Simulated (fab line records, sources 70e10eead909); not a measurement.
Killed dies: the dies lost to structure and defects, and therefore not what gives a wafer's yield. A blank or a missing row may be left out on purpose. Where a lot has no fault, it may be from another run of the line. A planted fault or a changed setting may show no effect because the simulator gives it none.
fab line records -- flow nand-harc -- part 2 of 2: steps 19 to 26 of 26
record lots=5, wafers=15, last-day=22
route steps=1159 shown A_CONTACT@932
lots untouched by any fault: they come from a run of this same line in which no faults occurred
start-h: the number of hours between the record's first day and the start of the first shown wafer of the lot -- wait-h: time in hours since the lot's previous step -- " as in the row above -- L1.1+2: several wafers, shown together as one row -- - no value, or no start given -- * or withheld: withheld -- < > ~ a bound
route shown NAME@n: a module of which the file shows steps, and the number in the route of the first -- usual: mean/standard deviation of fault-free wafers -- same: alike in all rows -- chamber/n: place in a boat -- sites: readings site by site -- _std_site: how widely they spread, as a standard deviation -- _edge_site: the outer-site mean with the inner-site mean subtracted -- radius-mm: how far each site lies from the wafer's centre -- mask NAME#n: copy n -- behind: tool/chamber where the wafer was last shaped -- hold: reason for holding the lot/hours on hold/outcome of the hold -- device: the n, p or np transistor that did not switch -- end of line: at the end of the route, the tests of the same wafers -- step lacking rows: just its recipe -- killed: at the first sort, the dies lost to defects and structure; wafer yield is something else -- map: a wafer's dies, x killed, . not, _ none there
set.NAME: the setting that was run; set.NAME@STEP: the one run at that earlier step -- model.NAME: the simulator's own value behind a step, which no gauge read
lots seen at some steps along the route; tables by step, rows by wafer
services: from which hour (start-h, from the record's first day; less than 0 if before it) a tool's chamber was out of use, for how many hours, and why
## steps
# step NHARC_A_CONTACT_ETCH_98
# recipe target-depth-a=200, over-etch-frac=0.5, time-s=10, ion-energy-ev=250, c4f6-flow-sccm=25, o2-flow-sccm=20, ar-flow-sccm=500, rf-w=600, bias-w=500, chemistry=C4F6/O2
# usual drypump-motor-current-A=5.7/0.46, mfc-ar-sccm=500.1/1.6, oes-product-au=0.958/0.018, rf-vpp-V=548/3.8, showerhead-plenum-p-Torr=3.96/0.18, throttle-valve-pct=26.903/0.0092
lot.wafer,tool,chamber,start-h,wait-h,drypump-motor-current-A,mfc-ar-sccm,oes-product-au,rf-hours-counter-h,rf-vpp-V,showerhead-plenum-p-Torr,throttle-valve-pct
L074.2,rie-diel-06,0,-,-,5.5,500.8,0.932,29,540,3.64,26.897
L074.3,rie-diel-06,1,-,-,5.4,501.2,0.940,27,547,3.94,26.899
L074.5,rie-diel-06,3,-,-,6.4,501.5,0.933,-,546,3.88,26.897
L080.2,rie-diel-09,3,427.51,0.4,5.7,499.1,0.984,52,541,3.68,26.898
L080.4,rie-diel-09,3,427.51,0.4,5.7,500.8,0.998,-,542,3.68,26.885
L080.6,rie-diel-09,1,427.51,0.4,4.8,501.1,0.968,-,550,4.04,26.913
L081.1,rie-diel-06,0,-,-,5.5,501.1,0.966,2,554,4.23,26.919
L081.4,rie-diel-06,2,-,-,5.3,501.1,0.962,2,551,4.15,26.916
L081.6,rie-diel-06,0,-,-,5.5,502.1,0.965,-,554,4.23,26.894
L087.3,rie-diel-11,1,-,-,5.9,498.6,0.997,33,542,3.69,26.882
L087.5,rie-diel-11,1,-,-,5.9,500.7,1.010,-,542,3.69,26.892
L087.6,rie-diel-11,2,-,-,5.9,501.1,0.998,-,553,4.17,26.906
L091.4,rie-diel-06,3,-,-,6.4,500.0,0.950,13,546,3.87,26.896
L091.5,rie-diel-06,0,-,-,5.5,502.0,0.950,-,552,4.22,26.916
L091.6,rie-diel-06,1,-,-,5.4,502.7,0.938,-,547,3.92,26.887
# step NHARC_A_CONTACT_CD_MEAS_15
# usual cd-nm=90.1/0.5
lot.wafer,tool,chamber,start-h,wait-h,cd-nm
L074.2,cd-sem-02,-,400.19,-,89.9
L074.3,cd-sem-02,-,400.19,-,89.3
L074.5,cd-sem-02,-,400.19,-,90.1
L080.2,cd-sem-03,-,427.59,-,90.0
L080.4,cd-sem-03,-,427.59,-,89.8
L080.6,cd-sem-03,-,427.59,-,89.7
L081.1,cd-sem-03,-,434.28,-,90.8
L081.4,cd-sem-03,-,434.28,-,91.2
L081.6,cd-sem-03,-,434.28,-,90.2
L087.3,cd-sem-01,-,461.89,-,89.7
L087.5,cd-sem-01,-,461.89,-,89.5
L087.6,cd-sem-01,-,461.89,-,89.8
L091.4,cd-sem-01,-,480.35,-,89.9
L091.5,cd-sem-01,-,480.35,-,89.9
L091.6,cd-sem-01,-,480.35,-,89.3
# step NHARC_A_CONTACT_STRIP_107
# recipe n2-flow-sccm=150, h2-flow-sccm=150, ar-flow-sccm=0, bias-w=0, chemistry=N2/H2
lot.wafer,tool,chamber,start-h,wait-h
L074.2+3+5,rie-diel-11,"1,3,1",400.31,0.1
L080.2+4+6,rie-diel-06,"2,3,2",427.67,0.1
L081.1+4+6,rie-diel-06,"2,0,2",434.37,0.1
L087.3+5+6,rie-diel-09,"3,2,3",461.97,0.1
L091.4+5+6,rie-diel-06,"2,3,0",480.44,0.1
# step NHARC_A_CONTACT_STRIP_108
# recipe cf4-flow-sccm=100, chf3-flow-sccm=30, ar-flow-sccm=0, bias-w=0, chemistry=CF4/CHF3
lot.wafer,tool,chamber,start-h,wait-h
L074.3+2+5,rie-diel-11,"1,2,2",400.44,0.1
L080.4+2+6,rie-diel-06,"2,1,2",427.76,0.1
L081.1+4+6,rie-diel-06,"3,1,3",434.45,0.1
L087.3+5+6,rie-diel-09,"0,1,2",462.14,0.2
L091.4+5+6,rie-diel-06,"0,3,0",480.51,0.1
# step NHARC_A_CONTACT_STRIP_109
# recipe o2-flow-sccm=400, cos-flow-sccm=20, ar-flow-sccm=0, bias-w=0, chemistry=O2/COS
lot.wafer,tool,chamber,start-h,wait-h
L074.2+3+5,rie-diel-11,"3,1,0",400.58,0.1
L080.2+4+6,rie-diel-06,"2,3,3",427.82,0.0
L081.1+4+6,rie-diel-06,"0,2,0",434.52,0.1
L087.3+5+6,rie-diel-09,"0,0,1",462.23,0.1
L091.4+6+5,rie-diel-06,"0,0,1",480.57,0.1
# step NHARC_A_CONTACT_ETCH_110
# recipe target-depth-a=500, overetch-a=50, time-s=27.5, ion-energy-ev=100, cf4-flow-sccm=80, o2-flow-sccm=20, ar-flow-sccm=0, rf-w=300, bias-w=100, chemistry=CF4/O2
# usual drypump-motor-current-A=5.6/0.45, mfc-ar-sccm=0.014/0.015, oes_f_703_au=1.000/0.0044, oes-product-au=0.999/0.0077, rf-vpp-V=198.2/1.5, showerhead-plenum-p-Torr=1.35/0.065, throttle-valve-pct=13.397/0.0093
lot.wafer,tool,chamber,start-h,wait-h,drypump-motor-current-A,mfc-ar-sccm,oes_f_703_au,oes-product-au,rf-hours-counter-h,rf-vpp-V,showerhead-plenum-p-Torr,throttle-valve-pct
L074.2,rie-diel-11,2,400.64,0.1,5.9,0,0.996,1.000,9,198.6,1.43,13.393
L074.3,rie-diel-11,3,400.64,0.1,5.5,0,1.000,0.997,10,198.4,1.36,13.407
L074.5,rie-diel-11,1,400.64,0.1,5.9,0.006,0.995,0.999,-,197.6,1.26,13.406
L080.4,rie-diel-06,3,427.89,0.1,6.4,0.020,1.002,0.985,0,197.9,1.32,13.412
L080.2,rie-diel-06,0,427.89,0.1,5.5,0,1.003,0.997,0,198.5,1.45,13.400
L080.6,rie-diel-06,1,427.89,0.1,5.4,0.043,0.997,0.996,-,198.0,1.34,13.379
L081.4,rie-diel-06,3,434.61,0.1,6.4,0.020,0.998,0.994,2,197.0,1.32,13.408
L081.1,rie-diel-06,1,434.61,0.1,5.4,0.043,1.002,0.993,2,197.5,1.34,13.401
L081.6,rie-diel-06,0,434.61,0.1,5.5,0,0.997,0.997,-,201.6,1.45,13.400
L087.3,rie-diel-09,2,462.30,0.1,5.5,0,0.996,1.000,8,198.4,1.32,13.402
L087.6,rie-diel-09,0,462.30,0.1,5.5,0.014,1.010,0.994,-,197.3,1.30,13.394
L087.5,rie-diel-09,1,462.30,0.1,4.7,0.040,0.998,1.000,-,198.9,1.38,13.406
L091.4,rie-diel-06,0,480.63,0.1,5.4,0,0.996,0.994,12,199.9,1.44,13.396
L091.5,rie-diel-06,0,480.63,0.1,5.5,0,1.007,1.003,-,200.8,1.44,13.398
L091.6,rie-diel-06,1,480.63,0.1,5.4,0.043,0.993,1.005,-,197.3,1.34,13.400
# step NHARC_A_CONTACT_STRIP_26
# recipe o2-flow-sccm=500, ar-flow-sccm=0, bias-w=0, chemistry=O2
# usual drypump-motor-current-A=5.7/0.44, mfc-ar-sccm=0.013/0.015, oes-product-au=0.998/0.0081, rf-vpp-V=57.8/0.97, showerhead-plenum-p-Torr=3.57/0.17, throttle-valve-pct=17.037/0.0086
lot.wafer,tool,chamber,start-h,wait-h,drypump-motor-current-A,mfc-ar-sccm,oes-product-au,rf-hours-counter-h,rf-vpp-V,showerhead-plenum-p-Torr,throttle-valve-pct
L074.2,rie-diel-11,1,-,-,6.0,0.006,0.999,10,57.1,3.33,17.039
L074.3,rie-diel-11,2,-,-,6.0,0,1.000,9,58.5,3.77,17.037
L074.5,rie-diel-11,3,-,-,5.5,0,1.009,-,57.8,3.60,17.037
L080.2,rie-diel-06,1,-,-,5.5,0.043,0.989,0,56.3,3.54,17.028
L080.4,rie-diel-06,2,-,-,5.3,0.008,1.009,0,59.9,3.74,17.039
L080.6,rie-diel-06,2,-,-,5.3,0.008,1.009,-,58.3,3.74,17.019
L081.4,rie-diel-06,0,-,-,5.5,0,0.990,2,57.1,3.81,17.035
L081.1,rie-diel-06,1,-,-,5.4,0.043,0.993,2,58.2,3.54,17.058
L081.6,rie-diel-06,1,-,-,5.5,0.043,0.998,-,58.0,3.54,17.041
L087.3,rie-diel-09,1,-,-,4.8,0.040,0.988,10,57.8,3.63,17.034
L087.6,rie-diel-09,2,-,-,5.5,0,0.990,-,57.6,3.49,17.037
L087.5,rie-diel-09,3,-,-,5.7,0,1.011,-,57.1,3.30,17.042
L091.4,rie-diel-06,2,-,-,5.3,0.008,1.016,12,59.0,3.73,17.038
L091.5,rie-diel-06,3,-,-,6.4,0.020,1.007,-,57.8,3.48,17.045
L091.6,rie-diel-06,0,-,-,5.5,0,1.003,-,58.7,3.80,17.043
# step NHARC_A_CONTACT_STRIP_27
# recipe time-s=600, temp-c=30, chemistry=post-etch-residue-remover
lot.wafer,tool,chamber,start-h,wait-h
L074.3+5+2,wet-bench-01,"1,3,5",401.03,-
L080.4+6+2,wet-bench-02,"0,1,4",428.26,-
L081.6+1+4,wet-bench-02,"2,4,5",434.99,-
L087.3+5+6,wet-bench-01,"2,3,7",462.74,-
L091.4+6+5,wet-bench-05,"3,4,0",481.01,-
## services
tool,chamber,start-h,hours,kind
arfi-scanner-02,-,388.00,0.2,repair
wet-bench-01,-,389.60,8.0,pm
rie-diel-06,0,397.32,-,clean
rie-diel-06,1,397.32,-,clean
rie-diel-06,2,397.32,-,clean
rie-diel-06,3,397.32,-,clean
rie-diel-09,2,401.76,4.6,repair
rie-diel-09,0,414.73,17.9,repair
rie-diel-11,0,415.66,3.6,repair
rie-diel-06,-,418.20,9.0,pm
rie-diel-06,0,418.20,9.0,vent-cycle
rie-diel-06,1,418.20,9.0,vent-cycle
rie-diel-06,2,418.20,9.0,vent-cycle
rie-diel-06,3,418.20,9.0,vent-cycle
rie-diel-06,0,427.20,-,clean
rie-diel-06,0,427.20,-,consumable-replace:showerhead
arfi-scanner-02,-,428.00,4.0,pm
rie-diel-06,3,430.53,1.5,repair
rie-diel-09,-,431.22,9.0,pm
litho-track-01,-,443.00,7.0,pm
rie-diel-06,0,443.98,8.6,repair
arfi-scanner-03,-,456.78,2.2,repair
arfi-scanner-02,-,464.15,0.8,repair
litho-track-06,-,467.00,7.0,pm
